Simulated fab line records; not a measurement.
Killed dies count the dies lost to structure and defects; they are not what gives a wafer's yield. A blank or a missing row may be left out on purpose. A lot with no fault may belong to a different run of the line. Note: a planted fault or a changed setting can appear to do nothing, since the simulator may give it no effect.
fab line records | flow n5Finfet
record: lots: 4 | wafers: 12 | lastDay: 16
route steps=1938 shown MOL_CONTACT_COAG@534 PASSIVATION@1936
lots that met no fault: taken from a fault-free run of the same line
startH: start of the lot's first displayed wafer, in hours after the record's first day | waitH: how many hours have passed since the lot's step before this one | " the same as in the row above | L1.1+2: several wafers, shown together as one row | - value missing, or start not given | * or withheld: withheld | < > ~ a bound
route shown NAME@n: NAME is a module with steps in the file, n the number in the route of the first one | usual: mean/standard deviation of fault-free wafers | same: alike in all rows | chamber/n: place in a boat | sites: per-site readings | _std_site: standard deviation across them | _edge_site: mean of outer sites minus mean of inner sites | radiusMm: for every site, how far away it sits from the centre of the wafer | mask NAME#n: copy n | behind: the last tool/chamber to shape the wafer | hold: what put the lot on hold/how long, in hours/how the hold closed | device: transistor that didn't switch, given as n, p or np | end of line: at the end of the route, the tests of the same wafers | a step given without rows: its recipe and nothing more | killed: the dies lost at the first sort to structure and to defects; this is not the yield of the wafer | map: a wafer's dies, marking killed ones x, the rest . and places with no die _
set.NAME: setting as actually run; set.NAME@STEP: the setting as run at that earlier step | model.NAME: the simulator's own value behind a step, which no gauge read
lots at some steps of the route; a table a step, a row a wafer
== steps ==
step: N5_MOL_CONTACT_COAG_STRIP_108
recipe: chemistry: N2/H2 | tempC: 40 | n2FlowSccm: 200 | h2FlowSccm: 200 | rfFrequencyHz: 6e+07
step: N5_MOL_CONTACT_COAG_CONTACT_ETCH_14
recipe: chemistry: C4F6/O2 | target: SiO2 | targetDepthA: 275 | overetchA: 85 | maskMaterial: SOC | pressureMtorr: 30 | sourceW: 370 | biasW: 185 | Ar_flow_sccm: 300 | C4F6_flow_sccm: 16 | O2_flow_sccm: 10 | timeS: 20 | ionEnergyEv: 259.6
step: N5_MOL_CONTACT_COAG_STRIP_109
recipe: chemistry: C4F6/O2 | resist: SiARC | rfFrequencyHz: 6e+07
step: N5_MOL_CONTACT_COAG_ETCH_15
recipe: chemistry: CH3F/O2 | target: SiNx | targetDepthA: 70 | maskMaterial: SOC | stopOn: Si:P | overEtchFrac: 0.75 | ionEnergyEv: 120 | pressureMtorr: 30 | sourceW: 395 | biasW: 73 | Ar_flow_sccm: 150 | CH3F_flow_sccm: 30 | O2_flow_sccm: 20
step: N5_MOL_CONTACT_COAG_ETCH_110
recipe: chemistry: CF4/O2 | target: Si | targetDepthA: 25 | timeS: 8 | pressureMtorr: 100 | sourceW: 200 | biasW: 12 | ionEnergyEv: 60 | Ar_flow_sccm: 100 | cf4FlowSccm: 100 | O2_flow_sccm: 10
step: N5_MOL_CONTACT_COAG_STRIP_98
recipe: chemistry: N2/H2 | powerW: 500 | tempC: 40 | pressureMtorr: 50 | rfFrequencyHz: 6e+07 | overashFraction: 0.3 | biasPowerW: 8 | h2Frac: 0.5 | n2FlowSccm: 300 | h2FlowSccm: 300
step: N5_MOL_CONTACT_COAG_IMPLANT_129
recipe: species: Ge | energyKev: 3 | doseCm2: 6e+14 | tiltDeg: 0 | rotationDeg: 0
step: N5_MOL_CONTACT_COAG_PRECLEAN_111
recipe: chemistry: NF3:NH3 | afsCycles: 1 | tempC: 30 | timeS: 20 | sublimationTempC: 180 | sublimationTimeS: 60 | pressureTorr: 3 | rfPowerW: 30
step: N5_MOL_CONTACT_COAG_TI_SIL_19
recipe: material: Ti | targetThkA: 42 | tempC: 200 | chamberPressurePa: 5 | powerW: 5000 | timeS: 15
step: N5_MOL_CONTACT_COAG_ALD_20
recipe: material: TiN | targetThkA: 15 | tempC: 400 | aldPrecursorFamily: TiCl4 | aldCoReactant: NH3 | pulseTimeS: 1 | purgeTimeS: 3 | coReactantPurgeTimeS: 2 | coReactantPulseTimeS: 2 | aldCycles: 68 | pressureTorr: 3
step: N5_MOL_CONTACT_COAG_SIL_ANNEAL_21
recipe: tempC: 550 | timeS: 60 | ambient: N2
step: N5_MOL_CONTACT_COAG_PRE_CLEAN_141
recipe: gas: H2/He | timeS: 60 | tempC: 300
usual: heaterPowerW: 495/74 | susceptorTempC: 300.00/0.2
lot.wafer | tool          | chamber | startH | waitH | heaterPowerW | susceptorTempC
L353.3    | pvdSputter-03 | -       | 116.66 | 0.6   | 441          | 299.97
L353.4    | "             | -       | "      | "     | 376          | 300.34
L353.6    | "             | -       | "      | "     | 433          | 299.79
L362.2    | pvdSputter-03 | -       | 171.34 | 0.9   | 541          | 300.14
L362.3    | "             | -       | "      | "     | 528          | 300.20
L362.4    | "             | -       | "      | "     | 434          | 299.91
L368.1    | pvdSputter-03 | -       | 204.06 | 0.8   | 434          | 299.93
L368.3    | "             | -       | "      | "     | 526          | 300.10
L368.4    | "             | -       | "      | "     | 519          | 300.06
L369.1    | pvdSputter-03 | -       | 216.00 | 1.9   | 374          | 299.94
L369.2    | "             | -       | "      | "     | 536          | 300.14
L369.6    | "             | -       | "      | "     | 549          | 300.12
step: N5_MOL_CONTACT_COAG_SPUTTER_143
recipe: material: Co | targetThkA: 25 | tempC: 25 | chamberPressurePa: 0.2
step: N5_MOL_CONTACT_COAG_CO_FILL_22
recipe: material: Co | targetThkA: 200 | tempC: 200 | precursor: CCTBA/H2 | pressureTorr: 30
step: N5_MOL_CONTACT_COAG_ANNEAL_113
recipe: tempC: 400 | timeS: 300 | ambient: H2/N2
step: N5_MOL_CONTACT_COAG_PRE_CLEAN_142
recipe: gas: H2/He | timeS: 60 | tempC: 300
step: N5_MOL_CONTACT_COAG_SPUTTER_130
recipe: material: Co | targetThkA: 475 | tempC: 25 | chamberPressurePa: 0.5 | powerW: 3000
step: N5_MOL_CONTACT_COAG_PRECLEAN_125
recipe: chemistry: DIW | timeS: 57.5 | tempC: 23
step: N5_MOL_CONTACT_COAG_SRD_126
recipe: dryTimeS: 32 | dry: n2Spin | spinRpm: 1500
step: N5_MOL_CONTACT_COAG_CMP_23
recipe: stopOn: SiO2 | tOverpolishS: 1.5 | postCmpClean: cuAlkaline | downForcePsi: 2 | platenRpm: 50.289 | padVelocityMS: 1.0006 | targetThkNm: 0
step: N5_MOL_CONTACT_COAG_WET_ETCH_26
recipe: target: Co | targetDepthNm: 13
step: N5_MOL_CONTACT_COAG_WET_ETCH_116
recipe: chemistry: SC1-inhibited | targetDepthNm: 4.6 | dry: ipaMarangoni | rinseTimeS: 30 | rinseTempC: 23
step: N5_MOL_CONTACT_COAG_ALD_27
recipe: material: SiOC | targetThkA: 170 | tempC: 400 | aldPrecursorFamily: carbosiloxane | aldCoReactant: H2-plasma | pulseTimeS: 1.5 | timeS: 2720 | purgeTimeS: 2 | coReactantPurgeTimeS: 2 | aldCycles: 340 | pressureTorr: 2
step: N5_MOL_CONTACT_COAG_CMP_28
recipe: stopOn: SiNx | tOverpolishS: 0.85 | postCmpClean: alkalineBrush | downForcePsi: 4.15 | platenRpm: 51.8 | padVelocityMS: 1.0307 | targetThkNm: 14.522
step: N5_MOL_CONTACT_COAG_ALD_123
recipe: material: SiNx | targetThkA: 50 | tempC: 400 | aldPrecursorFamily: SiH2I2 | aldCoReactant: N2/H2-plasma | pulseTimeS: 1 | purgeTimeS: 2 | coReactantPurgeTimeS: 2 | aldCycles: 100 | pressureTorr: 2
step: N5_MOL_CONTACT_COAG_PECVD_31
recipe: material: SiO2 | targetThkA: 460 | tempC: 400 | precursor: TEOS/O2 | pressureTorr: 6.5 | rfW: withheld | teosFlowSccm: withheld | gas: O2 | flowSccm: 2650 | timeS: 8.9
step: N5_MOL_CONTACT_COAG_COAT_75
recipe: resist: SOC | tempC: 250 | timeS: 60 | spinRpm: 1500 | resistThkNm: 60
step: N5_MOL_CONTACT_COAG_COAT_76
recipe: resist: SiARC | tempC: 220 | timeS: 60 | spinRpm: 1500 | resistThkNm: 10
step: N5_MOL_CONTACT_COAG_COAT_77
recipe: resist: underlayer | tempC: 205 | timeS: 60 | spinRpm: 1500 | resistThkNm: 10
step: N5_MOL_CONTACT_COAG_COAT_78
recipe: resist: CAR-EUV | spinRpm: 1500 | resistThkNm: 40
step: N5_MOL_CONTACT_COAG_EBR_80
recipe: solvent: PGMEA | ebrWidthMm: 1.5
step: N5_MOL_CONTACT_COAG_SOFTBAKE_79
recipe: tempC: 110 | timeS: 60 | resist: CAR-EUV
step: N5_MOL_CONTACT_COAG_EXPOSE_81
recipe: maskId: VG | na: 0.33 | sourceShape: annular | sigmaInner: 0.3 | sigmaOuter: 0.7 | polarization: unpolarized | defocusNm: 0 | doseMj: 59.5
step: N5_MOL_CONTACT_COAG_PEB_82
recipe: pebTempC: 100 | pebTimeS: 60 | resist: CAR-EUV
step: N5_MOL_CONTACT_COAG_DEVELOP_83
recipe: developTimeS: 30 | developer: TMAH | resist: CAR-EUV | rinseLiquid: surfactantRinse | dry: airSpin | devTempC: 23
step: N5_PASSIVATION_PROBE_49
usual: defectLimitedYield: 91.3/1.5 | killed_at_M0_to_M3: 34/11 | killed_at_M4_up: 14/6.1 | killedAtContacts: 12/5.9 | killedAtFrontEnd: 39/11 | killedAtOther: 4/3.3 | killedDies: 102/18 | killedOnRim: 13/3.8 | killedOpen: 67/13 | killedShort: 33/7.9 | sort_bin_5_function: 5.1/1 | sort_bin_6_memory: 3.3/0.7 | sort_bin_8_speed: 0.1/0.69 | sortNPass: 1077/19 | sortYieldPct: 91.3/1.6
same: grossDies: 1180 | killedAtBackSide: 0 | sort_bin_4_leakage[%]: 0
lot.wafer | tool      | chamber | startH | waitH | defectLimitedYield[%] | killed_at_M0_to_M3 | killed_at_M4_up | killedAtContacts | killedAtFrontEnd | killedAtOther | killedDies | killedOnRim | killedOpen | killedShort | sort_bin_5_function[%] | sort_bin_6_memory[%] | sort_bin_8_speed[%] | sortNPass | sortYieldPct[%]
L362.2    | prober-02 | -       | 348.25 | 0.1   | 93.4                  | 23                 | 11              | 8                | 32               | 4             | 78         | 10          | 48         | 30          | 4.5                    | 1.9                  | 0                   | 1102      | 93.4
L362.3    | prober-02 | -       | 348.30 | 0.1   | 91.7                  | 29                 | 14              | 6                | 36               | 13            | 98         | 11          | 63         | 32          | 4.5                    | 3.4                  | 0                   | 1082      | 91.7
L362.4    | prober-02 | -       | 348.35 | 0.2   | 91.4                  | 38                 | 12              | 6                | 38               | 8             | 102        | 13          | 71         | 30          | 5.3                    | 2.9                  | 0                   | 1078      | 91.4
L368.1    | prober-01 | -       | 382.61 | 0.0   | 80.3                  | 50                 | 17              | 123              | 37               | 5             | 232        | 30          | 87         | 27          | 13.6                   | 3.5                  | 0                   | 948       | 80.3
L368.3    | prober-01 | -       | 382.71 | 0.1   | 83.3                  | 45                 | 14              | 94               | 42               | 2             | 197        | 29          | 74         | 43          | 10.3                   | 3.9                  | 0                   | 983       | 83.3
L368.4    | prober-01 | -       | 382.76 | 0.2   | 83.2                  | 19                 | 11              | 135              | 30               | 3             | 198        | 25          | 48         | 21          | 10.7                   | 3.4                  | 0                   | 982       | 83.2
L369.1    | prober-02 | -       | 385.92 | 0.0   | 82.9                  | 22                 | 13              | 151              | 16               | 0             | 202        | 12          | 48         | 21          | 11.4                   | 2.9                  | 0                   | 978       | 82.9
L369.2    | prober-02 | -       | 385.97 | 0.1   | 87.2                  | 23                 | 16              | 91               | 20               | 1             | 151        | 28          | 58         | 21          | 6.8                    | 3.5                  | 0                   | 1029      | 87.2
L369.6    | prober-02 | -       | 386.17 | 0.3   | 85.8                  | 24                 | 11              | 95               | 37               | 0             | 167        | 25          | 58         | 38          | 7.4                    | 3.6                  | 0                   | 1013      | 85.8
killed by level:class
L362.2 STI_FIN_REVEAL:geometricParticle:open=9 BEOL_M3:geometricParticle:open=9 MOL_CONTACT_COAG:geometricParticle:open=6 STI_FIN_REVEAL:geometricParticle:short=4 ILD0:geometricParticle:short=4 BEOL_M4:geometricParticle:open=4 FIN_SAQP:geometricParticle:short=3 BEOL_M0_SAQP:geometricParticle:open=3
L362.3 STI_FIN_REVEAL:geometricParticle:open=13 BEOL_M0_SAQP:geometricParticle:short=11 BEOL_M0_SAQP:geometricParticle:open=9 FIN_SAQP:geometricParticle:open=5 MOL_CONTACT_COAG:geometricParticle:open=5 FIN_SAQP:geometricParticle:short=4 BEOL_M3:geometricParticle:open=4 STARTING-WAFER:geometricParticle:open=4
L362.4 STI_FIN_REVEAL:geometricParticle:open=15 BEOL_M0_SAQP:geometricParticle:short=10 BEOL_M3:geometricParticle:open=8 BEOL_M0_SAQP:geometricParticle:open=7 FIN_SAQP:geometricParticle:open=6 MOL_CONTACT_COAG:geometricParticle:open=5 BEOL_M1:geometricParticle:open=5 STARTING-WAFER:geometricParticle:short=5
L368.1 MOL_CONTACT_COAG:unspecified=116 BEOL_M3:geometricParticle:open=27 BEOL_M2:geometricParticle:open=11 FIN_SAQP:geometricParticle:short=7 STI_FIN_REVEAL:geometricParticle:open=6 DUMMY_GATE:geometricParticle:open=6 MOL_CONTACT_COAG:geometricParticle:open=6 BEOL_M4:geometricParticle:open=5
L368.3 MOL_CONTACT_COAG:unspecified=78 MOL_CONTACT_COAG:geometricParticle:open=14 FIN_SAQP:geometricParticle:short=12 BEOL_M1:geometricParticle:open=11 BEOL_M4:geometricParticle:open=9 DUMMY_GATE:geometricParticle:open=7 BEOL_M0_SAQP:geometricParticle:open=7 BEOL_M0_SAQP:geometricParticle:short=7
L368.4 MOL_CONTACT_COAG:unspecified=126 MOL_CONTACT_COAG:geometricParticle:open=8 FIN_SAQP:geometricParticle:open=7 BEOL_M2:geometricParticle:open=7 FIN_SAQP:geometricParticle:short=6 STI_FIN_REVEAL:geometricParticle:open=6 DUMMY_GATE:geometricParticle:open=5 BEOL_M2:geometricParticle:short=3
L369.1 MOL_CONTACT_COAG:unspecified=133 MOL_CONTACT_COAG:geometricParticle:open=15 BEOL_M0_SAQP:geometricParticle:open=6 BEOL_M4:geometricParticle:open=6 BEOL_M0_SAQP:geometricParticle:short=5 GATE_CUT:geometricParticle:short=4 STARTING-WAFER:geometricParticle:short=4 STI_FIN_REVEAL:geometricParticle:open=3
L369.2 MOL_CONTACT_COAG:unspecified=70 MOL_CONTACT_COAG:geometricParticle:open=18 BEOL_M4:geometricParticle:open=7 FIN_SAQP:geometricParticle:open=6 BEOL_M3:geometricParticle:open=6 FIN_SAQP:geometricParticle:short=5 BEOL_M0_SAQP:geometricParticle:short=5 BEOL_M0_SAQP:geometricParticle:open=4
L369.6 MOL_CONTACT_COAG:unspecified=70 MOL_CONTACT_COAG:geometricParticle:open=18 FIN_SAQP:geometricParticle:short=7 BEOL_M0_SAQP:geometricParticle:short=7 BEOL_M0_SAQP:geometricParticle:open=7 MOL_CONTACT_COAG:geometricParticle:short=6 DUMMY_GATE:geometricParticle:open=4 GATE_CUT:geometricParticle:open=4
map L368.1 (x killed, . not)
_________________........x.x.________________
______________..........x......._____________
___________...........x............__________
__________.......x........x.....x.x._________
________.x.........x............x....._______
_______.......xx.....x...........x.....______
______......xx......................x..._____
_____............xx.....x.........x......____
____.x..................x...x..........x..___
___....x.........x........x.....x..........__
___..............x...x....x...............x__
__.xx...x........................x.........._
__...x.xx.xx...x............................_
_..x.xxx...x.................x.....x.....x...
_....x.xx.xxx...................xx...........
_xxxxxxxxx.....xx........................x..x
_.xxxxxxxxxx.......x.x.......................
_xxxxxxxxxxxx.x....x..x..........x...........
_xxxxxxxxxxxxx.....x..............x.......x..
_xxxxxxxxxxxxxx..........x.................x.
_xxxxxxxxxxxxxxx.............x............x..
__xxxxxxxxxxxx.........x........x........x.._
__xxxxxxxxxx...x.x.......x...............x.._
___xxxxxxxxx.............x.................__
___xxxxxxx....x..x........x................__
____.x.x.xx.......x................x....x.___
_____..x........................x........____
______x......x............x.x.x...x....._____
_______x.x...........x.....x.x....x....______
________............................x._______
__________.x.................x......_________
___________...........x...x..x.....__________
______________....x.......x.x..._____________
_________________..x.....x..x________________
map L369.1 (x killed, . not)
_________________.........x..________________
______________.................x_____________
___________.................x......__________
__________..........x..............._________
________.....x.................x......_______
_______.................x.x.x...x......______
______.......x...................x......_____
_____....................................____
____...x.........x.x.............x........___
___.........xxx.x.......x.x................__
___x..........xx.xxx.xx.........x.......x..__
__..........xxxxxxxxxx.......x.............._
__.......xxxxxxxxxxxxxx.x..................._
_.........xxxxxxxxxxx.x...................x.x
_.........xxxxxxxxxxxxxx.........x..x........
_.x......xxxxxxxxxxxxxxxx....................
_.......x.xxxxxxxxxxxx..x..........x.........
_........xxxxxxxxxxxxxx............x....x....
_.......xx.xxxxxxxxxxx...........x...........
_........xxx.xxxxxxx.........................
_..........xxx.xxxxxx........................
__...........x...x.x.........x........x....._
__x...........x.xxx...........x......x......_
___..........x.............x.x...x.........__
___.x.x...........x........................__
____.....................................x___
_____.......................x.......x.x..____
______.x.....................x.........._____
_______..........................x....x______
________.x.........................x.._______
__________.........x.....x.........._________
___________....x...................__________
______________.x................_____________
_________________............________________
== key ==
firstSign: step: N5_PASSIVATION_PROBE_49 | reading: killedAtContacts | direction: up | sigmas: 18 | usual: 12 | struck: 115
effect: step: N5_PASSIVATION_PROBE_49 | reading: killedDies | direction: up | sigmas: 5 | usual: 102 | struck: 191
moreKillsBornAt: N5_MOL_CONTACT_COAG_PRE_CLEAN_141@pvdSputter-03: 593
metAt N5_MOL_CONTACT_COAG_PRE_CLEAN_141
struckWafers L368.1,L368.3,L368.4,L369.1,L369.2,L369.6
onsetBetween 171.34 204.06
alsoFits time
fault: kind: chamberParticleSource | tool: pvdSputter-03 | chamber: - | onsetH: 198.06 | steps: N5_MOL_CONTACT_COAG_PRE_CLEAN_141 | ratePerVisitCm2: 1.1702 | endH: 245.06
